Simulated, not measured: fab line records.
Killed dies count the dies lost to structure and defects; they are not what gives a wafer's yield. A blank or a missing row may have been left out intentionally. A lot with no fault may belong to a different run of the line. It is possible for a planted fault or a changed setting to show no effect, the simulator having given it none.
Matching of chambers | flow n5Finfet | cvdCo-02 running N5_BEOL_M1_CO_CAP_55: 3 sister chambers
The step material Co, precursor CCTBA/H2, target thk 2 nm, time 102.1 s. 6 wafers are shown with their chamber, then 7 later ones without.

## WAFERS PAIRED WITH THEIR CHAMBERS
wafer  | chamber | heaterPowerW (W)
L323.5 | 0       | 207
L330.1 | 0       | 212
L330.2 | 2       | 246
L330.6 | 1       | 305
L331.2 | 2       | 241
L331.3 | 1       | 297

## WAFERS WHOSE CHAMBER IS MISSING
wafer  | heaterPowerW (W)
L331.5 | 207
L332.1 | 299
L332.2 | 207
L332.4 | 296
L333.1 | 243
L333.4 | 216
L333.6 | 242

## THE CHAMBER EACH PASSED THROUGH
wafer  | from the rows above | in truth
L331.5 | 0                   | 0
L332.1 | 1                   | 1
L332.2 | 0                   | 0
L332.4 | 1                   | 1
L333.1 | 2                   | 2
L333.4 | 0                   | 0
L333.6 | 2                   | 2
Correct placement for 7 of the 7. Can't be placed from these rows: 0. Wrongly placed: 0.
How it was worked out, from the rows above alone: a wafer's distance from a chamber is the root of the sum, over the readings, of the square of ((its reading less the chamber's mean) divided by the reading's scatter). The wafer belongs to the nearest chamber; if the next one is less than 2 further off, it can't be placed. A chamber's mean is the mean of its shown wafers. How the scatter is found: for the shown wafers, subtract from each reading the mean of its chamber, square and add these, divide the total by (wafers less chambers), then take the root.
